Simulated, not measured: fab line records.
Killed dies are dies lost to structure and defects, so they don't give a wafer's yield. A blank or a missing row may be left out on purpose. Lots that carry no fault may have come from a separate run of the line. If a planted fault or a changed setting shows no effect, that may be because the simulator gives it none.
Which tool was responsible?	flow n5_finfet	12 lots with 36 wafers sampled at 2 steps, on a route of 1938 steps

WHAT THE GAUGES SHOWED, per wafer
N5_GATE_CUT_CD_MEAS_13 targets a cd of 20 nm.
lot	measured	on	cd_nm (nm)
L075	day 4 16:08	cd_sem-02	19.99 20.18 20.39
L077	day 5 09:07	cd_sem-03	19.86 20.17 20.15
L079	day 5 21:31	cd_sem-02	20.23 20.03 20.15
L081	day 6 09:26	cd_sem-02	20.22 19.83 19.93
L083	day 6 20:37	cd_sem-03	20.37 20.09 19.99
L085	day 7 15:07	cd_sem-02	19.96 20.05 19.77
L087	day 8 00:58	cd_sem-03	19.80 19.80 19.60
L089	day 8 08:46	cd_sem-01	19.87 19.76 19.75
L091	day 8 20:19	cd_sem-02	19.89 20.25 19.96
L093	day 9 08:02	cd_sem-03	20.07 20.08 20.03
L095	day 9 20:10	cd_sem-01	19.76 19.94 19.96
L097	day 10 04:17	cd_sem-01	20.45 20.03 20.56

EACH LOT AND THE TOOL THAT RAN IT (in order: tool; ch and the chambers of the sampled wafers; start)
lot	N5_HKMG_FIN_ALD_91
L075	ald_metal-01 ch 0,1,2, day 4 08:39
L077	ald_metal-02 ch 1,2,3, day 4 22:13
L079	ald_metal-01 ch 0,2,3, day 5 12:40
L081	ald_metal-02 ch 1,2, day 6 02:00
L083	ald_metal-02 ch 0,1,3, day 6 13:05
L085	ald_metal-04 ch 0,2,3, day 7 07:54
L087	ald_metal-04 ch 0,1,2, day 7 17:20
L089	ald_metal-04 ch 1,2,3, day 8 01:01
L091	ald_metal-01 ch 1,2,3, day 8 12:38
L093	ald_metal-02 ch 0,1,2, day 9 01:02
L095	ald_metal-02 ch 0,2, day 9 13:10
L097	ald_metal-02 ch 2,3, day 9 20:59
- N5_HKMG_FIN_ALD_91: deposits TiN, target thk 1 nm, pulse time 1 s, purge time 3 s.

THE ANSWER, worked out from the rows above alone
Rule: the usual values come from the lots themselves. Put in order of their means at a reading, lots are off if they are a third of the lots or fewer, leave a main group of 4 or more, and stand apart from it by a gap of 3 or more times the standard deviation of the main group's means; of several such gaps the widest counts. Not used: any main group whose means are identical at the precision the tables above print for the reading. Also off: a lot with no number at a reading for which 4 or more lots have one. Where the step has rows for the other lots, those lots are counted as sound.
Nothing can be told from this: no lot is off at any reading shown.

WHAT HAD BEEN PUT IN BY THE SIMULATOR
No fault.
